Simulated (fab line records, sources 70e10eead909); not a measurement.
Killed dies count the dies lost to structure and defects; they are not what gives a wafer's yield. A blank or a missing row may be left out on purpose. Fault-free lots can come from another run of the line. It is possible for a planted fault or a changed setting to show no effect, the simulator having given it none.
fab line records | flow nandHarc
record lots=12 | wafers=36 | lastDay=33
route steps=1302 shown A_CONTACT@1039 END@1302
lots with no fault: from the same line, run without faults
startH: start of the lot's first displayed wafer, in hours after the record's first day | waitH: hours since the lot's step before | " identical to the entry in the row above | L1.1+2: several wafers, shown together as one row | - either no value or no given start | * or withheld: withheld | < > ~ a bound
route shown NAME@n: NAME is a module with steps in the file, n the number in the route of the first one | usual: mean/standard deviation of fault-free wafers | same: alike in all rows | chamber/n: place in a boat | sites: readings site by site | _std_site: the values' standard deviation | _edge_site: inner sites' mean taken away from outer sites' mean | radiusMm: how far each site lies from the wafer's centre | mask NAME#n: copy n | behind: the tool/chamber that last shaped the wafer | hold: reason for holding the lot/hours on hold/outcome of the hold | device: names the non-switching transistor (n, p or np) | end of line: the route-end tests of the same wafers | a step with no rows: only its recipe | killed: not the wafer's yield, but the dies lost to structure and defects at the first sort | map: the dies of a wafer, with x for killed, . for not killed, _ for no die there
set.NAME: the setting as run; set.NAME@STEP: as run at that earlier step | model.NAME: the simulator's own value behind a step, which no gauge read
one table for each step of the route and one row for each wafer, over a sample of lots
services: from which hour (startH, from the record's first day; less than 0 if before it) a tool's chamber was out of use, for how many hours, and why
## steps
# step NHARC_A_CONTACT_CD_MEAS_69
# recipe targetCdNm=300 | landingEnergyEv=500
# usual cdNm=299.7/0.56
lot.wafer | tool     | chamber | startH | waitH | cdNm
L115.1    | cdSem-03 | 0       | 517.09 | -     | 300.9
L115.2    | "        | 0       | "      | "     | 299.7
L115.5    | "        | 0       | "      | "     | 299.6
L117.1    | cdSem-01 | 0       | 533.19 | -     | 299.0
L117.4    | "        | 0       | "      | "     | 299.4
L117.5    | "        | 0       | "      | "     | 300.1
L119.4    | cdSem-01 | 0       | 568.20 | -     | 299.8
L119.5    | "        | 0       | "      | "     | 300.8
L119.6    | "        | 0       | "      | "     | 299.7
L121.1    | cdSem-01 | 0       | 584.07 | -     | 299.8
L121.4    | "        | 0       | "      | "     | 299.7
L121.5    | "        | 0       | "      | "     | 298.9
L129.1    | cdSem-01 | 0       | 649.42 | -     | 299.6
L129.2    | "        | 0       | "      | "     | 300.9
L129.4    | "        | 0       | "      | "     | 300.3
L130.3    | cdSem-01 | 0       | 652.67 | -     | 299.4
L130.4    | "        | 0       | "      | "     | 300.9
L130.5    | "        | 0       | "      | "     | 300.2
L131.1    | cdSem-02 | 0       | 691.89 | -     | 299.1
L131.4    | "        | 0       | "      | "     | 298.9
L131.5    | "        | 0       | "      | "     | 299.1
L132.1    | cdSem-02 | 0       | 692.49 | -     | 299.8
L132.2    | "        | 0       | "      | "     | 299.3
L132.3    | "        | 0       | "      | "     | 300.3
L134.3    | cdSem-02 | 0       | 699.50 | -     | 300.1
L134.5    | "        | 0       | "      | "     | 299.2
L134.6    | "        | 0       | "      | "     | 300.2
L135.2    | cdSem-02 | 0       | 719.11 | -     | 299.9
L135.4    | "        | 0       | "      | "     | 299.5
L135.6    | "        | 0       | "      | "     | 300.0
L137.1    | cdSem-02 | 0       | 732.30 | -     | 299.3
L137.2    | "        | 0       | "      | "     | 300.0
L137.6    | "        | 0       | "      | "     | 299.2
L136.1    | cdSem-02 | 0       | 735.49 | -     | 299.8
L136.2    | "        | 0       | "      | "     | 300.2
L136.5    | "        | 0       | "      | "     | 299.6
# step NHARC_A_CONTACT_OVL_MEAS_70
# usual overlayXNm=0.0/0.7 | overlayYNm=0.3/0.84
lot.wafer | tool       | chamber | startH | waitH | overlayXNm | overlayYNm
L115.1    | overlay-01 | -       | 517.18 | -     | -0.9       | 0.6
L115.2    | "          | -       | "      | "     | -1.4       | 0.7
L115.5    | "          | -       | "      | "     | -0.6       | 1.3
L117.1    | overlay-02 | -       | 533.27 | -     | 0.3        | 2.2
L117.4    | "          | -       | "      | "     | 0.4        | 1.8
L117.5    | "          | -       | "      | "     | 0.6        | 1.5
L119.4    | overlay-01 | -       | 568.28 | -     | -0.9       | 0.9
L119.5    | "          | -       | "      | "     | -1.0       | 0.5
L119.6    | "          | -       | "      | "     | -0.7       | 0.6
L121.1    | overlay-02 | -       | 584.16 | -     | 0.3        | -0.2
L121.4    | "          | -       | "      | "     | 0.2        | 0.0
L121.5    | "          | -       | "      | "     | 0.5        | 0.2
L129.1    | overlay-02 | -       | 649.51 | -     | -0.1       | -0.7
L129.2    | "          | -       | "      | "     | -0.2       | -0.6
L129.4    | "          | -       | "      | "     | -0.3       | -0.7
L130.3    | overlay-01 | -       | 652.76 | -     | -1.7       | 1.2
L130.4    | "          | -       | "      | "     | -1.1       | 1.4
L130.5    | "          | -       | "      | "     | -1.2       | 1.6
L131.1    | overlay-02 | -       | 691.97 | -     | 1.3        | 1.4
L131.4    | "          | -       | "      | "     | 1.5        | 1.1
L131.5    | "          | -       | "      | "     | 1.7        | 1.3
L132.1    | overlay-02 | -       | 692.58 | -     | -0.1       | 1.0
L132.2    | "          | -       | "      | "     | -0.5       | 0.8
L132.3    | "          | -       | "      | "     | -0.5       | 0.6
L134.3    | overlay-01 | -       | 699.58 | -     | -0.1       | 0.0
L134.5    | "          | -       | "      | "     | -0.4       | 0.4
L134.6    | "          | -       | "      | "     | -0.2       | -0.7
L135.2    | overlay-01 | -       | 719.19 | -     | 0.2        | 0.6
L135.4    | "          | -       | "      | "     | 0.3        | 0.6
L135.6    | "          | -       | "      | "     | 0.4        | 0.4
L137.1    | overlay-01 | -       | 732.40 | -     | 0.0        | 0.3
L137.2    | "          | -       | "      | "     | 0.0        | 0.2
L137.6    | "          | -       | "      | "     | 0.1        | 0.3
L136.1    | overlay-02 | -       | 735.58 | -     | 0.2        | 0.1
L136.2    | "          | -       | "      | "     | 0.4        | 0.3
L136.5    | "          | -       | "      | "     | -0.2       | 0.5
# step NHARC_A_CONTACT_ETCH_77
# recipe targetDepthA=1089 | timeS=54.5 | cf4FlowSccm=100 | chf3FlowSccm=30 | arFlowSccm=0 | rfW=500 | biasW=200 | chemistry=CF4/CHF3
# usual biasW=199.9/0.57 | cf4FlowSccm=100.0/0.31 | chf3FlowSccm=30.00/0.084 | drypumpMotorCurrentA=5.7/0.53 | oesProductAu=0.939/0.022 | rfVppV=370.5/2.1 | showerheadPlenumPTorr=1.57/0.058 | throttleValvePct=16.802/0.0092
lot.wafer | tool       | chamber | startH | waitH | biasW | cf4FlowSccm | chf3FlowSccm | drypumpMotorCurrentA | oesProductAu | rfHoursCounterH | rfVppV | showerheadPlenumPTorr | throttleValvePct
L115.2    | rieDiel-08 | 0       | -      | -     | 200.2 | 100.3       | 29.96        | 6.8                  | 0.934        | 26              | 373.0  | 1.62                  | 16.803
L115.1    | "          | 1       | "      | "     | 200.8 | 99.5        | 30.03        | 5.8                  | 0.911        | 24              | 370.0  | 1.60                  | 16.791
L115.5    | "          | 1       | "      | "     | 200.7 | 99.5        | 30.02        | 5.8                  | 0.920        | -               | 370.6  | 1.60                  | 16.807
L117.4    | rieDiel-08 | 2       | -      | -     | 199.1 | 100.3       | 30.05        | 5.4                  | 0.923        | 28              | 369.8  | 1.52                  | 16.802
L117.1    | "          | 1       | "      | "     | 199.8 | 100.3       | 29.91        | 5.8                  | 0.911        | 26              | 370.9  | 1.60                  | 16.801
L117.5    | "          | 2       | "      | "     | 199.8 | 100.2       | 29.89        | 5.4                  | 0.912        | -               | 369.0  | 1.52                  | 16.794
L119.4    | rieDiel-08 | 0       | -      | -     | 199.4 | 100.0       | 29.93        | 6.8                  | 0.941        | 2               | 372.1  | 1.61                  | 16.800
L119.5    | "          | 1       | "      | "     | 201.1 | 99.6        | 30.14        | 5.8                  | 0.922        | -               | 371.6  | 1.59                  | 16.799
L119.6    | "          | 2       | "      | "     | 200.4 | 100.0       | 29.95        | 5.3                  | 0.926        | -               | 367.8  | 1.52                  | 16.806
L121.4    | rieDiel-08 | 3       | -      | -     | 199.9 | 100.5       | 29.96        | 5.4                  | 0.926        | 5               | 367.4  | 1.50                  | 16.813
L121.1    | "          | 2       | "      | "     | 199.9 | 99.8        | 30.15        | 5.4                  | 0.925        | 5               | 369.5  | 1.52                  | 16.805
L121.5    | "          | 3       | "      | "     | 200.5 | 100.3       | 30.04        | 5.4                  | 0.929        | -               | 367.5  | 1.50                  | 16.800
L129.2    | rieDiel-08 | 0       | -      | -     | 200.2 | 99.8        | 29.93        | 6.8                  | 0.991        | 16              | 371.3  | 1.61                  | 16.809
L129.4    | "          | 1       | "      | "     | 199.9 | 99.7        | 29.90        | 5.8                  | 0.952        | 19              | 371.3  | 1.59                  | 16.792
L129.1    | "          | 2       | "      | "     | 199.7 | 100.3       | 30.08        | 5.3                  | 0.960        | 19              | 368.8  | 1.51                  | 16.796
L130.4    | rieDiel-08 | 2       | -      | -     | 199.5 | 99.9        | 30.06        | 5.4                  | 0.927        | 19              | 367.9  | 1.51                  | 16.799
L130.3    | "          | 3       | "      | "     | 199.8 | 99.8        | 29.93        | 5.4                  | 0.935        | 20              | 367.7  | 1.49                  | 16.795
L130.5    | "          | 0       | "      | "     | 200.2 | 99.7        | 29.96        | 6.8                  | 0.933        | -               | 371.3  | 1.61                  | 16.797
L131.1    | rieDiel-08 | 3       | -      | -     | 199.5 | 100.2       | 30.03        | 5.4                  | 0.979        | 25              | 366.7  | 1.49                  | 16.798
L131.4    | "          | 0       | "      | "     | 200.5 | 99.8        | 30.01        | 6.8                  | 0.970        | 23              | 371.8  | 1.61                  | 16.799
L131.5    | "          | 2       | "      | "     | 199.2 | 99.8        | 30.14        | 5.4                  | 0.979        | -               | 369.4  | 1.51                  | 16.787
L132.3    | rieDiel-08 | 3       | -      | -     | 199.4 | 99.9        | 29.86        | 5.3                  | 0.954        | 26              | 368.0  | 1.49                  | 16.788
L132.1    | "          | 0       | "      | "     | 199.5 | 100.4       | 30.01        | 6.8                  | 0.966        | 24              | 371.3  | 1.61                  | 16.812
L132.2    | "          | 1       | "      | "     | 199.7 | 100.1       | 29.81        | 5.7                  | 0.966        | 26              | 371.6  | 1.59                  | 16.823
L134.3    | rieDiel-04 | 2       | -      | -     | 199.3 | 100.2       | 30.08        | 5.6                  | 0.917        | 49              | 371.5  | 1.57                  | 16.792
L134.5    | "          | 0       | "      | "     | 200.1 | 99.6        | 30.11        | 5.8                  | 0.918        | -               | 372.7  | 1.65                  | 16.808
L134.6    | "          | 1       | "      | "     | 200.1 | 100.3       | 30.01        | 5.5                  | 0.910        | -               | 372.5  | 1.63                  | 16.795
L135.2    | rieDiel-04 | 0       | -      | -     | 199.5 | 100.1       | 30.07        | 5.8                  | 0.959        | 0               | 372.6  | 1.64                  | 16.794
L135.4    | "          | 0       | "      | "     | 199.8 | 99.7        | 29.93        | 5.8                  | 0.963        | -               | 373.0  | 1.64                  | 16.799
L135.6    | "          | 1       | "      | "     | 199.6 | 100.2       | 30.15        | 5.4                  | 0.961        | -               | 371.0  | 1.63                  | 16.801
L137.1    | rieDiel-08 | 3       | -      | -     | 200.0 | 99.9        | 30.01        | 5.3                  | 0.968        | 0               | 368.9  | 1.49                  | 16.807
L137.2    | "          | 0       | "      | "     | 199.8 | 100.4       | 30.09        | 6.8                  | 0.977        | 0               | 372.5  | 1.61                  | 16.810
L137.6    | "          | 1       | "      | "     | 200.7 | 99.8        | 30.05        | 5.8                  | 0.979        | -               | 372.1  | 1.59                  | 16.800
L136.2    | rieDiel-08 | 3       | -      | -     | 201.0 | 100.3       | 29.83        | 5.4                  | 0.983        | 1               | 367.6  | 1.49                  | 16.801
L136.1    | "          | 0       | "      | "     | 200.2 | 100.3       | 29.92        | 6.8                  | 0.983        | 1               | 371.0  | 1.61                  | 16.810
L136.5    | "          | 3       | "      | "     | 201.2 | 100.1       | 29.89        | 5.4                  | 1.001        | -               | 368.3  | 1.49                  | 16.803
# step NHARC_A_CONTACT_ETCH_128
# recipe sourceW=withheld | pressureMtorr=20 | biasV=3000 | timeS=197 | targetDepthA=19180 | arFlowSccm=withheld | c4f8FlowSccm=withheld | o2FlowSccm=withheld | chemistry=C4F8/O2/Ar
# usual chamberPressureMTorr=19.998/0.02 | oesAirLineAu=1.000/0.02
lot.wafer | tool          | chamber | startH | waitH | chamberPressureMTorr | oesAirLineAu | rfHoursCounterH
L115.2    | harCapEtch-01 | 1       | 519.80 | 0.2   | 20.017               | 1.002        | 1
L115.1    | "             | 0       | "      | "     | 19.978               | 1.049        | 1
L115.5    | "             | 1       | "      | "     | 19.965               | 0.985        | -
L117.1    | harCapEtch-02 | 0       | 535.68 | 0.1   | 19.997               | 0.986        | 89
L117.4    | "             | 0       | "      | "     | 19.974               | 0.979        | -
L117.5    | "             | 1       | "      | "     | 19.988               | 0.959        | -
L119.4    | harCapEtch-02 | 0       | 570.69 | 0.1   | 20.009               | 0.986        | -
L119.6    | "             | 0       | "      | "     | 20.022               | 1.003        | -
L119.5    | "             | 1       | "      | "     | 20.006               | 1.004        | -
L121.1    | harCapEtch-03 | 0       | 586.76 | 0.1   | 19.989               | 1.002        | 58
L121.4    | "             | 1       | "      | "     | 19.990               | 1.030        | -
L121.5    | "             | 1       | "      | "     | 19.982               | 0.990        | -
L129.2    | harCapEtch-03 | 0       | 651.88 | 0.1   | -                    | -            | -
L129.1    | "             | 1       | "      | "     | -                    | -            | -
L129.4    | "             | 1       | "      | "     | -                    | -            | -
L130.4    | harCapEtch-02 | 1       | 655.19 | 0.1   | -                    | -            | -
L130.3    | "             | 0       | "      | "     | -                    | -            | -
L130.5    | "             | 0       | "      | "     | -                    | -            | -
L131.1    | harCapEtch-03 | 1       | 694.46 | 0.2   | 19.969               | 0.995        | 77
L131.4    | "             | 1       | "      | "     | 20.025               | 0.992        | -
L131.5    | "             | 0       | "      | "     | 19.963               | 0.999        | -
L132.1    | harCapEtch-02 | 0       | 695.50 | 0.1   | 19.985               | 0.994        | 118
L132.2    | "             | 1       | "      | "     | 19.975               | 1.012        | 118
L132.3    | "             | 1       | "      | "     | 20.009               | 0.989        | -
L134.3    | harCapEtch-03 | 0       | 702.28 | 0.2   | 20.003               | 0.976        | -
L134.5    | "             | 0       | "      | "     | 19.992               | 0.993        | -
L134.6    | "             | 1       | "      | "     | 20.000               | 0.986        | -
L135.2    | harCapEtch-03 | 0       | 721.90 | 0.1   | 20.036               | 0.985        | 82
L135.4    | "             | 1       | "      | "     | 19.989               | 1.005        | -
L135.6    | "             | 0       | "      | "     | 19.986               | 1.034        | -
L137.1    | harCapEtch-02 | 1       | 734.78 | 0.1   | 20.027               | 0.981        | 125
L137.2    | "             | 0       | "      | "     | 20.012               | 1.022        | 125
L137.6    | "             | 1       | "      | "     | 19.987               | 0.992        | -
L136.2    | harCapEtch-03 | 1       | 737.94 | 0.1   | 20.005               | 1.033        | 85
L136.1    | "             | 0       | "      | "     | 19.981               | 1.037        | 85
L136.5    | "             | 1       | "      | "     | 20.016               | 1.030        | -
# step NHARC_END_SORT_01
# recipe tempC=25
# usual killedAtArray=57/20 | killedAtOther=1.0/1.5 | killedAtPeriphery=3.5/2.5 | killedDies=62/21 | killedOpen=3.5/1.9 | killedShort=2.4/1.6
# same grossDies=677
lot.wafer | tool      | chamber | startH | waitH | killedAtArray | killedAtOther | killedAtPeriphery | killedDies | killedOpen | killedShort
L117.1    | prober-02 | 0       | 590.24 | 2.5   | 73            | 2             | 7                 | 82         | 4          | 2
L117.4    | prober-02 | 0       | 592.65 | 3.4   | 78            | 0             | 5                 | 83         | 2          | 2
L117.5    | prober-02 | 0       | 593.45 | 3.7   | 74            | 1             | 3                 | 78         | 3          | 4
L119.4    | prober-02 | 0       | 628.98 | 3.4   | 71            | 1             | 6                 | 78         | 2          | 1
L119.5    | prober-02 | 0       | 629.76 | 3.7   | 61            | 0             | 3                 | 64         | 3          | 3
L119.6    | prober-02 | 0       | 630.55 | 3.9   | 71            | 1             | 7                 | 79         | 3          | 2
L130.3    | prober-01 | 0       | 710.27 | 3.1   | 675           | 0             | 2                 | 677        | 4          | 3
L130.4    | prober-01 | 0       | 711.08 | 3.4   | 676           | 0             | 1                 | 677        | 2          | 2
L130.5    | prober-01 | 0       | 711.89 | 3.7   | 674           | 1             | 2                 | 677        | 2          | 1
L129.1    | prober-02 | 0       | 711.67 | 2.5   | 675           | 0             | 2                 | 677        | 3          | 1
L129.2    | prober-02 | 0       | 712.46 | 2.8   | 676           | 0             | 1                 | 677        | 3          | 3
L129.4    | prober-02 | 0       | 714.03 | 3.4   | 674           | 0             | 3                 | 677        | 7          | 3
L131.1    | prober-01 | 0       | 757.16 | 2.6   | 76            | 0             | 3                 | 79         | 6          | 2
L131.4    | prober-01 | 0       | 759.56 | 3.4   | 90            | 0             | 3                 | 93         | 2          | 5
L131.5    | prober-01 | 0       | 760.36 | 3.7   | 77            | 0             | 5                 | 82         | 1          | 2
L132.1    | prober-01 | 0       | 764.94 | 2.5   | 69            | 0             | 0                 | 69         | 2          | 1
L132.2    | prober-01 | 0       | 765.75 | 2.8   | 75            | 1             | 1                 | 77         | 6          | 2
L132.3    | prober-01 | 0       | 766.56 | 3.1   | 61            | 0             | 5                 | 66         | 4          | 4
L134.3    | prober-02 | 0       | 766.60 | 3.1   | 52            | 0             | 3                 | 55         | 4          | 4
L134.5    | prober-02 | 0       | 768.21 | 3.7   | 53            | 0             | 3                 | 56         | 2          | 6
L134.6    | prober-02 | 0       | 769.01 | 4.0   | 64            | 0             | 5                 | 69         | 5          | 2
L135.2    | prober-02 | 0       | 780.18 | 2.8   | 36            | 1             | 10                | 47         | 1          | 3
L135.4    | prober-02 | 0       | 781.80 | 3.4   | 25            | 0             | 12                | 37         | 3          | 1
L135.6    | prober-02 | 0       | 783.42 | 4.1   | 32            | 0             | 10                | 42         | 6          | 4
L136.1    | prober-01 | 0       | 793.54 | 2.5   | 47            | 1             | 8                 | 56         | 1          | 3
L136.2    | prober-01 | 0       | 794.32 | 2.8   | 41            | 2             | 1                 | 44         | 4          | 2
L136.5    | prober-01 | 0       | 796.66 | 3.6   | 51            | 2             | 2                 | 55         | 6          | 2
# killed by level:class
L117.1 A_CHANNEL_HOLE_D2:chamberFilmFlake=25 A_SLIT:chamberFilmFlake=23 A_CONTACT:chamberFilmFlake=8 P_CONTACT:chamberFilmFlake=5 A_STAIRCASE:chamberFilmFlake=4 A_CHANNEL_HOLE_D1:chamberFilmFlake=2 A_CHANNEL_FILL_D1:chamberFilmFlake=2 A_CHANNEL_FILL_D2:chamberFilmFlake=2
L117.4 A_CHANNEL_HOLE_D2:chamberFilmFlake=32 A_SLIT:chamberFilmFlake=26 A_STAIRCASE:chamberFilmFlake=9 P_CONTACT:chamberFilmFlake=3 A_CHANNEL_FILL_D1:geometricParticle:short=2 A_CHANNEL_HOLE_D1:chamberFilmFlake=2 A_CHANNEL_FILL_D2:chamberFilmFlake=2 A_CHANNEL_FILL_D1:geometricParticle:open=1
L117.5 A_CHANNEL_HOLE_D2:chamberFilmFlake=28 A_SLIT:chamberFilmFlake=24 A_STAIRCASE:chamberFilmFlake=6 P_CONTACT:chamberFilmFlake=3 A_CHANNEL_HOLE_D1:chamberFilmFlake=3 A_CONTACT:chamberFilmFlake=3 A_CHANNEL_FILL_D1:chamberFilmFlake=2 A_CHANNEL_FILL_D1:geometricParticle:short=1
L119.4 A_CHANNEL_HOLE_D2:chamberFilmFlake=33 A_SLIT:chamberFilmFlake=29 P_ZERO_WELL:chamberFilmFlake=3 A_CONTACT:chamberFilmFlake=3 P_GATE:chamberFilmFlake=2 A_CHANNEL_HOLE_D1:chamberFilmFlake=2 A_SOURCE_PLATE:geometricParticle:open=1 A_SOURCE_PLATE:geometricParticle:short=1
L119.5 A_SLIT:chamberFilmFlake=26 A_CHANNEL_HOLE_D2:chamberFilmFlake=25 P_CONTACT:chamberFilmFlake=2 A_CHANNEL_HOLE_D1:chamberFilmFlake=2 A_ONON_D1:geometricParticle:open=1 A_CHANNEL_FILL_D1:geometricParticle:open=1 A_CHANNEL_FILL_D1:geometricParticle:short=1 A_CHANNEL_FILL_D2:geometricParticle:open=1
L119.6 A_CHANNEL_HOLE_D2:chamberFilmFlake=32 A_SLIT:chamberFilmFlake=28 P_STI:chamberFilmFlake=3 A_CONTACT:chamberFilmFlake=3 A_CHANNEL_HOLE_D1:chamberFilmFlake=2 A_DECK1_JOINT:chamberFilmFlake=2 P_GATE:geometricParticle:open=1 A_ONON_D2:geometricParticle:open=1
L130.3 A_CONTACT:areaEtch=642 A_CHANNEL_HOLE_D1:chamberFilmFlake=13 A_CONTACT:chamberFilmFlake=5 A_STAIRCASE:chamberFilmFlake=3 A_ONON_D2:geometricParticle:short=2 A_CHANNEL_HOLE_D2:chamberFilmFlake=2 A_SLIT:chamberFilmFlake=2 P_CONTACT:geometricParticle:open=1
L130.4 A_CONTACT:areaEtch=641 A_CONTACT:chamberFilmFlake=10 A_CHANNEL_HOLE_D1:chamberFilmFlake=9 A_CHANNEL_HOLE_D2:chamberFilmFlake=4 A_SLIT:chamberFilmFlake=4 A_STAIRCASE:chamberFilmFlake=3 P_CONTACT:geometricParticle:open=1 A_CHANNEL_HOLE_D1:geometricParticle:open=1
L129.1 A_CONTACT:areaEtch=616 A_SLIT:chamberFilmFlake=26 A_CHANNEL_HOLE_D2:chamberFilmFlake=20 A_CHANNEL_HOLE_D1:chamberFilmFlake=3 A_M0:geometricParticle:open=2 A_STAIRCASE:chamberFilmFlake=2 A_CONTACT:chamberFilmFlake=2 A_DECK1_JOINT:geometricParticle:open=1
L130.5 A_CONTACT:areaEtch=634 A_CONTACT:chamberFilmFlake=16 A_CHANNEL_HOLE_D1:chamberFilmFlake=11 A_STAIRCASE:chamberFilmFlake=3 A_SLIT:chamberFilmFlake=3 A_BONDPAD:chamberFilmFlake=2 P_M0:geometricParticle:open=1 A_ONON_D1:geometricParticle:short=1
L129.2 A_CONTACT:areaEtch=622 A_SLIT:chamberFilmFlake=27 A_CHANNEL_HOLE_D2:chamberFilmFlake=8 A_CHANNEL_HOLE_D1:chamberFilmFlake=7 A_STAIRCASE:chamberFilmFlake=3 A_SOURCE_PLATE:geometricParticle:short=2 A_M0:geometricParticle:open=2 A_CONTACT:chamberFilmFlake=2
L129.4 A_CONTACT:areaEtch=622 A_SLIT:chamberFilmFlake=25 A_CHANNEL_HOLE_D2:chamberFilmFlake=10 A_CHANNEL_HOLE_D1:chamberFilmFlake=3 A_DECK1_JOINT:chamberFilmFlake=2 A_SOURCE_PLATE:geometricParticle:short=1 A_ONON_D1:geometricParticle:open=1 A_CHANNEL_FILL_D1:geometricParticle:open=1
L131.1 A_CHANNEL_HOLE_D1:chamberFilmFlake=31 A_SLIT:chamberFilmFlake=29 A_SGD_CUT:chamberFilmFlake=5 A_STAIRCASE:chamberFilmFlake=3 A_CONTACT:chamberFilmFlake=3 P_M0:geometricParticle:open=2 P_CONTACT:geometricParticle:open=1 A_DECK1_JOINT:geometricParticle:open=1
L131.4 A_SLIT:chamberFilmFlake=37 A_CHANNEL_HOLE_D1:chamberFilmFlake=29 A_SGD_CUT:chamberFilmFlake=5 A_STAIRCASE:chamberFilmFlake=4 A_DECK1_JOINT:chamberFilmFlake=3 A_WL_FILL:geometricParticle:short=2 A_ZERO_WELL:chamberFilmFlake=2 A_CONTACT:chamberFilmFlake=2
L131.5 A_CHANNEL_HOLE_D1:chamberFilmFlake=31 A_SLIT:chamberFilmFlake=30 A_CONTACT:chamberFilmFlake=6 P_ZERO_WELL:chamberFilmFlake=3 A_STAIRCASE:chamberFilmFlake=3 A_ZERO_WELL:chamberFilmFlake=2 A_M1:chamberFilmFlake=2 P_M0:geometricParticle:open=1
L132.1 A_CHANNEL_HOLE_D2:chamberFilmFlake=29 A_CHANNEL_HOLE_D1:chamberFilmFlake=14 A_STAIRCASE:chamberFilmFlake=9 A_SLIT:chamberFilmFlake=6 A_CONTACT:chamberFilmFlake=3 A_ZERO_WELL:chamberFilmFlake=2 A_CHANNEL_FILL_D1:geometricParticle:open=1 A_CHANNEL_FILL_D2:geometricParticle:open=1
L132.2 A_CHANNEL_HOLE_D2:chamberFilmFlake=30 A_CHANNEL_HOLE_D1:chamberFilmFlake=14 A_STAIRCASE:chamberFilmFlake=11 A_SLIT:chamberFilmFlake=6 A_CONTACT:chamberFilmFlake=5 A_ONON_D1:geometricParticle:open=3 P_M0:geometricParticle:open=1 A_CHANNEL_FILL_D1:geometricParticle:short=1
L132.3 A_CHANNEL_HOLE_D2:chamberFilmFlake=23 A_STAIRCASE:chamberFilmFlake=10 A_SLIT:chamberFilmFlake=9 A_CHANNEL_HOLE_D1:chamberFilmFlake=5 P_GATE:chamberFilmFlake=4 A_ZERO_WELL:chamberFilmFlake=3 A_CONTACT:chamberFilmFlake=3 A_CHANNEL_FILL_D2:geometricParticle:short=2
L134.3 A_CHANNEL_HOLE_D2:chamberFilmFlake=24 A_CHANNEL_HOLE_D1:chamberFilmFlake=9 A_CONTACT:chamberFilmFlake=6 A_SLIT:chamberFilmFlake=4 P_CONTACT:geometricParticle:open=1 A_CHANNEL_HOLE_D1:geometricParticle:short=1 A_DECK1_JOINT:geometricParticle:open=1 A_DECK1_JOINT:geometricParticle:short=1
L134.5 A_CHANNEL_HOLE_D2:chamberFilmFlake=28 A_SLIT:chamberFilmFlake=6 A_CHANNEL_HOLE_D1:chamberFilmFlake=5 A_CONTACT:chamberFilmFlake=5 A_ONON_D1:geometricParticle:short=2 A_CHANNEL_HOLE_D1:geometricParticle:short=2 P_M2:chamberFilmFlake=2 A_CHANNEL_FILL_D1:geometricParticle:short=1
L134.6 A_CHANNEL_HOLE_D2:chamberFilmFlake=29 A_CHANNEL_HOLE_D1:chamberFilmFlake=13 A_SLIT:chamberFilmFlake=7 P_ZERO_WELL:chamberFilmFlake=3 A_STAIRCASE:chamberFilmFlake=3 A_CONTACT:chamberFilmFlake=3 P_M0:geometricParticle:open=1 A_ONON_D1:geometricParticle:open=1
L135.2 A_CONTACT:chamberFilmFlake=20 A_SLIT:chamberFilmFlake=7 P_STI:chamberFilmFlake=3 P_CONTACT:chamberFilmFlake=3 P_M1:chamberFilmFlake=2 A_ONON_D2:geometricParticle:short=1 A_WL_FILL:geometricParticle:short=1 A_CONTACT:geometricParticle:short=1
L135.4 A_CONTACT:chamberFilmFlake=11 P_STI:chamberFilmFlake=6 A_SLIT:chamberFilmFlake=6 A_STAIRCASE:chamberFilmFlake=4 P_ZERO_WELL:chamberFilmFlake=2 A_CHANNEL_HOLE_D1:unspecified=2 P_STI:geometricParticle:open=1 P_GATE:geometricParticle:open=1
L135.6 A_SLIT:chamberFilmFlake=7 A_CONTACT:chamberFilmFlake=7 A_STAIRCASE:chamberFilmFlake=4 P_STI:chamberFilmFlake=3 A_CHANNEL_HOLE_D1:unspecified=3 A_ONON_D2:geometricParticle:open=2 A_M0:geometricParticle:open=2 P_CONTACT:chamberFilmFlake=2
L136.1 A_SLIT:chamberFilmFlake=33 P_BONDPAD:chamberFilmFlake=5 A_CONTACT:chamberFilmFlake=3 P_STI:chamberFilmFlake=2 A_CHANNEL_HOLE_D1:chamberFilmFlake=2 A_M1:chamberFilmFlake=2 A_CHANNEL_FILL_D1:geometricParticle:short=1 A_ONON_D2:geometricParticle:short=1
L136.2 A_SLIT:chamberFilmFlake=28 A_CONTACT:chamberFilmFlake=6 THIN_TSV:chamberFilmFlake=2 P_CONTACT:geometricParticle:short=1 A_CHANNEL_FILL_D2:geometricParticle:short=1 A_SGD_CUT:geometricParticle:open=1 A_M0:geometricParticle:open=1 A_M1:geometricParticle:open=1
L136.5 A_SLIT:chamberFilmFlake=33 A_CONTACT:chamberFilmFlake=4 A_CHANNEL_FILL_D2:geometricParticle:open=2 A_STAIRCASE:chamberFilmFlake=2 THIN_TSV:chamberFilmFlake=2 P_M0:geometricParticle:open=1 A_ONON_D1:geometricParticle:open=1 A_DECK1_JOINT:geometricParticle:short=1
## services
tool          | chamber | startH | hours | kind
harCapEtch-01 | -       | 497.63 | 17.0  | pm
rieDiel-08    | 0       | 499.88 | -     | clean
rieDiel-08    | 1       | 499.88 | -     | clean
rieDiel-08    | 2       | 499.88 | -     | clean
rieDiel-08    | 3       | 499.88 | -     | clean
rieDiel-08    | 0       | 524.38 | -     | clean
rieDiel-08    | 1       | 524.38 | -     | clean
rieDiel-08    | 2       | 524.38 | -     | clean
rieDiel-08    | 3       | 524.38 | -     | clean
rieDiel-04    | -       | 532.93 | 9.0   | pm
rieDiel-08    | -       | 536.17 | 0.4   | repair
rieDiel-08    | -       | 544.87 | 9.0   | pm
harCapEtch-03 | -       | 566.91 | 0.3   | repair
rieDiel-04    | 3       | 582.21 | 24.3  | repair
rieDiel-04    | -       | 597.26 | 0.4   | repair
rieDiel-08    | 0       | 632.02 | 11.3  | repair
rieDiel-08    | 3       | 663.73 | 13.8  | repair
harCapEtch-03 | -       | 665.38 | 0.3   | repair
rieDiel-04    | 2       | 673.46 | 3.1   | repair
rieDiel-04    | -       | 709.98 | 9.0   | pm
harCapEtch-03 | -       | 712.64 | 2.1   | repair
rieDiel-08    | -       | 721.90 | 9.0   | pm
rieDiel-04    | 2       | 724.15 | 3.9   | repair
rieDiel-08    | 0       | 737.35 | 3.4   | repair
## key
firstSign step=NHARC_A_CONTACT_ETCH_128 | reading=toolRecord | direction=missing
effect step=NHARC_END_SORT_01 | reading=killedAtArray | direction=up | sigmas=30 | usual=57 | struck=675
moreKillsBornAt NHARC_A_CONTACT_ETCH_128@harCapEtch-02=1917 | NHARC_A_CONTACT_ETCH_128@harCapEtch-03=1860
metAt NHARC_A_CONTACT_ETCH_128
struckLots L129,L130
laterRowsLeftOut L129.1,L129.2,L129.4,L130.3,L130.4,L130.5
testerLeftOut L129,L130
notActingAt NHARC_A_CONTACT_CD_MEAS_69,NHARC_A_CONTACT_OVL_MEAS_70,NHARC_A_CONTACT_ETCH_77
onsetBetween 586.76 651.88
fault kind=skippedStepWhole | tool=harCapEtch-02,harCapEtch-03 | chamber=- | onsetH=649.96 | steps=NHARC_A_CONTACT_ETCH_128 | scope=struckLotsOnly
# testerLeftOut: of these lots the tester's yield and bins aren't shown, on N5 and GAA mostly nor the transistor test; their killed dies are dies lost to structure and defects alone, not to doping, threshold or leakage, so they don't give the yield
# laterRowsLeftOut: the simulator's readings of these wafers behind a module that went badly wrong aren't trusted and aren't shown, but for the sort
